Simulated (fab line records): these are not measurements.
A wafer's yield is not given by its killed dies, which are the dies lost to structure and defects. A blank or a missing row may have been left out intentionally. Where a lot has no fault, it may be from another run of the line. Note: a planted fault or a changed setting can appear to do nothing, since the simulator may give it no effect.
Comparing a struck lot with a sound one ; flow nand-harc ; 14 steps out of a route of 1302
Sound: these wafers, L681.3, L681.5, L681.6. The struck wafers were L677.1, L677.3, L677.6. The cause comes at the end.
For every step that has rows: the tool of each side, followed by ch and its chambers, followed by its first start. Under that, the readings that differ: sound wafers ; struck wafers ; difference of the means ; sigmas: that difference in standard deviations of wafers without a fault.
alike: a reading whose means differ by less than 2 such deviations, as well as words and numbers matching on both sides. not compared: withheld readings; readings where some wafer has no value; bounds like >300 that might hide an equal value; numbers whose values overlap and for which the record gives no deviation.
A row with sigmas, a row that says differs or no value, or rows on one side alone: a step with any of these is where the two part. Non-overlapping numbers with no deviation appear without sigmas and do not part them. Lack of a reading on every wafer of one side parts them only where that side has two or more wafers.

NHARC_P_GATE_ETCHBACK_37: etches the open film in CHF3/O2, target depth 34.5 nm, time 17.2 s.
  sound on rie-diel-10 ch 0,1,2; struck on rie-diel-05 ch 1,3
  alike: bias-w, drypump-motor-current-A, oes-product-au, rf-vpp-V, showerhead-plenum-p-Torr, throttle-valve-pct
  not compared: rf-hours-counter-h
NHARC_P_GATE_STRIP_101: strips in O2, time 20 s.
  sound on rie-diel-10 ch 0,2,3, day 13 03:14; struck on rie-diel-05 ch 0,1,3, day 11 11:44
  alike: drypump-motor-current-A, oes-product-au, rf-vpp-V, showerhead-plenum-p-Torr, throttle-valve-pct
  not compared: rf-hours-counter-h
then, 10 steps without rows for these wafers: NHARC_P_GATE_PRECLEAN_97 (cleans in SPM, time 600 s); NHARC_P_GATE_SRD_98; NHARC_P_GATE_PRECLEAN_99 (cleans in SC1); NHARC_P_GATE_SRD_100; NHARC_P_GATE_DEHYDRATE_38 (time 120 s); NHARC_P_GATE_HMDS_39 (time 30 s); NHARC_P_GATE_COAT_40; NHARC_P_GATE_SOFTBAKE_41 (time 95 s); NHARC_P_GATE_EBR_42; NHARC_P_GATE_EXPOSE_43 (exposes mask P NSD, target cd 720 nm).
NHARC_P_GATE_PEB_44: peb time 85 s.
  sound on litho-track-07 ch 0, day 13 03:56; struck on litho-track-02, day 11 12:34
  no value came back on the struck wafers for chill-plate-temp-C (C), exhaust-pa (Pa); on the sound wafers chill-plate-temp-C (C) reads 22.97 22.92 23.07
then, 1 step without rows for these wafers: NHARC_P_GATE_DEVELOP_45 (time 70 s).

WHERE THEY PART
NHARC_P_GATE_PEB_44 only, going by this record.

WHY: what the simulator had put in
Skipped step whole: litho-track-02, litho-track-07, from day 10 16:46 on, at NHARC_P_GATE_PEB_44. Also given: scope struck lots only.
